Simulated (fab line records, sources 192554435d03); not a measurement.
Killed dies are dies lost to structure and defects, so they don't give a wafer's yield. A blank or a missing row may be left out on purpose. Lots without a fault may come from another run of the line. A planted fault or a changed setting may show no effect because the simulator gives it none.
Chamber matching | flow n5_finfet | N5_BEOL_M7_ETCH_61 on rie_diel-06: 4 sister chambers
The step etches SiARC in CF4, target depth 45.5 nm, time 75.8 s. 18 wafers are shown with their chamber, then 9 later ones without.

WAFERS WITH THEIR CHAMBER
wafer  | chamber | showerhead_plenum_p_Torr (Torr) | drypump_motor_current_A (A) | throttle_valve_pct (%)
L075.1 | 1       | 2.05                            | 5.7                         | 15.61
L075.2 | 3       | 2.05                            | 5.4                         | 15.94
L075.6 | 3       | 2.05                            | 5.4                         | 15.93
L077.4 | 2       | 2.20                            | 5.2                         | 15.72
L077.5 | 3       | 2.04                            | 5.3                         | 15.96
L077.6 | 0       | 2.08                            | 4.9                         | 15.30
L082.1 | 3       | 2.04                            | 5.4                         | 15.98
L082.3 | 1       | 2.04                            | 5.7                         | 15.65
L082.4 | 2       | 2.20                            | 5.2                         | 15.76
L083.2 | 2       | 2.20                            | 5.2                         | 15.76
L083.3 | 1       | 2.04                            | 5.6                         | 15.67
L083.6 | 2       | 2.19                            | 5.2                         | 15.75
L084.1 | 2       | 2.19                            | 5.2                         | 15.78
L084.3 | 0       | 2.08                            | 4.9                         | 15.35
L084.4 | 3       | 2.04                            | 5.4                         | 16.01
L086.2 | 1       | 2.04                            | 5.6                         | 15.70
L086.4 | 0       | 2.08                            | 4.9                         | 15.34
L086.5 | 3       | 2.04                            | 5.4                         | 16.00

SIGNATURES (means of the wafers above)
reading                  | chamber 0 | chamber 1 | chamber 2 | chamber 3 | scatter within a chamber
showerhead_plenum_p_Torr | 2.0800    | 2.0425    | 2.1960    | 2.0433    | 0.00484
drypump_motor_current_A  | 4.900     | 5.650     | 5.200     | 5.383     | 0.0362
throttle_valve_pct       | 15.3300   | 15.6575   | 15.7540   | 15.9700   | 0.0302
Rule: a wafer's distance from a chamber is the root of the sum, over the readings, of the square of ((its reading less the chamber's mean) divided by the reading's scatter). The wafer belongs to the nearest chamber; if the next one is less than 2 further off, it can't be placed. The scatter: the root of (the sum of the squares of (reading less its chamber's mean) over the shown wafers, divided by (wafers less chambers)).

WAFERS WITHOUT THEIR CHAMBER
wafer  | showerhead_plenum_p_Torr (Torr) | drypump_motor_current_A (A) | throttle_valve_pct (%)
L089.2 | 2.04                            | 5.7                         | 15.68
L089.3 | 2.07                            | 4.9                         | 15.35
L089.5 | 2.07                            | 4.9                         | 15.34
L090.2 | 2.03                            | 5.3                         | 16.01
L090.4 | 2.04                            | 5.7                         | 15.69
L090.6 | 2.07                            | 4.9                         | 15.35
L093.2 | 2.29                            | 5.7                         | 15.18
L093.4 | 2.07                            | 5.0                         | 15.35
L093.6 | 2.19                            | 5.2                         | 15.28

WHICH CHAMBER EACH WENT THROUGH
wafer  | from the rows above | in truth
L089.2 | 1                   | 1
L089.3 | 0                   | 0
L089.5 | 0                   | 0
L090.2 | 3                   | 3
L090.4 | 1                   | 1
L090.6 | 0                   | 0
L093.2 | 2                   | 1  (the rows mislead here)
L093.4 | 0                   | 0
L093.6 | 2                   | 2
Placed correctly: 8 of 9. Can't be placed from these rows: 0. Placed wrongly: 1.
